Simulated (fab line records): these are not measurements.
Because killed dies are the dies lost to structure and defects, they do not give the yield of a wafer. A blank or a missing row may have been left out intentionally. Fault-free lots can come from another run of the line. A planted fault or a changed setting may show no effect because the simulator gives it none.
Matching of chambers    flow n5-finfet    rie-diel-04 running N5_MOL_CONTACT_COAG_STRIP_96: 3 sister chambers
The step strips in N2/H2. 3 wafers are shown with their chamber, then 4 later ones without.

## WAFERS WITH THEIR CHAMBER
wafer   chamber  throttle-valve-pct (%)
L086.2  0        19.5
L086.5  1        18.3
L088.2  3        18.3

## WAFERS MISSING THEIR CHAMBER
wafer   throttle-valve-pct (%)
L088.4  19.5
L088.5  18.3
L092.3  18.4
L095.6  18.4

## WHICH CHAMBER EACH ONE RAN IN
wafer   from the rows above      in truth
L088.4  0                        0
L088.5  can't be placed: 1 or 3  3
L092.3  can't be placed: 1 or 3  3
L095.6  can't be placed: 1 or 3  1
Correct placement for 1 of the 4. From these rows, 3 cannot be placed; in 3 the true chamber is one of the candidates. Wrongly placed: 0.
How it was worked out, from the rows above alone: a wafer's distance from a chamber is the root of the sum, over the readings, of the square of ((its reading less the chamber's mean) divided by the reading's scatter). If the next closest chamber is less than 2 further off than the closest, the wafer can't be placed; otherwise it belongs to the closest. For every chamber, the mean is computed from those of its wafers that are shown. The scatter (one wafer shown for each chamber): square how far every hidden wafer sits from the nearest shown wafer, average those squares and take the square root.
